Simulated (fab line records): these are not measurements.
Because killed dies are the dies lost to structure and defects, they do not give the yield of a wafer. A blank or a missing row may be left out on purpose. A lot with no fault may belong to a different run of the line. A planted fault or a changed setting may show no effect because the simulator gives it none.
Matching of chambers :: flow n5-finfet :: rie-diel-05 running N5_BEOL_M5_STRIP_64: 4 sister chambers
The step strips in CF4. 8 wafers are shown with their chamber, then 8 later ones without.

== EACH WAFER AND ITS CHAMBER ==
wafer: L081.2
chamber: 3
drypump-motor-current-A (A): 5.7
throttle-valve-pct (%): 13.39

wafer: L083.1
chamber: 1
drypump-motor-current-A (A): 5.8
throttle-valve-pct (%): 13.80

wafer: L085.2
chamber: 3
drypump-motor-current-A (A): 5.7
throttle-valve-pct (%): 13.40

wafer: L085.5
chamber: 2
drypump-motor-current-A (A): 5.4
throttle-valve-pct (%): 13.95

wafer: L090.1
chamber: 2
drypump-motor-current-A (A): 5.4
throttle-valve-pct (%): 13.98

wafer: L090.2
chamber: 0
drypump-motor-current-A (A): 5.7
throttle-valve-pct (%): 13.15

wafer: L090.3
chamber: 1
drypump-motor-current-A (A): 5.9
throttle-valve-pct (%): 13.80

wafer: L092.1
chamber: 0
drypump-motor-current-A (A): 5.6
throttle-valve-pct (%): 13.15

== WAFERS WITH NO CHAMBER GIVEN ==
wafer: L092.4
drypump-motor-current-A (A): 5.4
throttle-valve-pct (%): 13.97

wafer: L092.5
drypump-motor-current-A (A): 5.4
throttle-valve-pct (%): 13.99

wafer: L095.2
drypump-motor-current-A (A): 5.7
throttle-valve-pct (%): 13.18

wafer: L095.4
drypump-motor-current-A (A): 5.4
throttle-valve-pct (%): 13.99

wafer: L095.6
drypump-motor-current-A (A): 5.8
throttle-valve-pct (%): 13.82

wafer: L096.1
drypump-motor-current-A (A): 5.8
throttle-valve-pct (%): 13.83

wafer: L096.2
drypump-motor-current-A (A): 5.7
throttle-valve-pct (%): 13.43

wafer: L096.6
drypump-motor-current-A (A): 5.6
throttle-valve-pct (%): 13.18

== EACH ONE'S CHAMBER ==
wafer: L092.4
from the rows above: 2
in truth: 2

wafer: L092.5
from the rows above: 2
in truth: 2

wafer: L095.2
from the rows above: 0
in truth: 0

wafer: L095.4
from the rows above: 2
in truth: 2

wafer: L095.6
from the rows above: 1
in truth: 1

wafer: L096.1
from the rows above: 1
in truth: 1

wafer: L096.2
from the rows above: 3
in truth: 3

wafer: L096.6
from the rows above: 0
in truth: 0
8 of 8 placed correctly. Number that these rows cannot place: 0. 0 placed wrongly.
How it was worked out, from the rows above alone: a wafer's distance from a chamber is the root of the sum, over the readings, of the square of ((its reading less the chamber's mean) divided by the reading's scatter). The wafer belongs to the nearest chamber; if the next one is less than 2 further off, it can't be placed. A chamber's mean is the mean of its shown wafers. The scatter: the root of (the sum of the squares of (reading less its chamber's mean) over the shown wafers, divided by (wafers less chambers)).
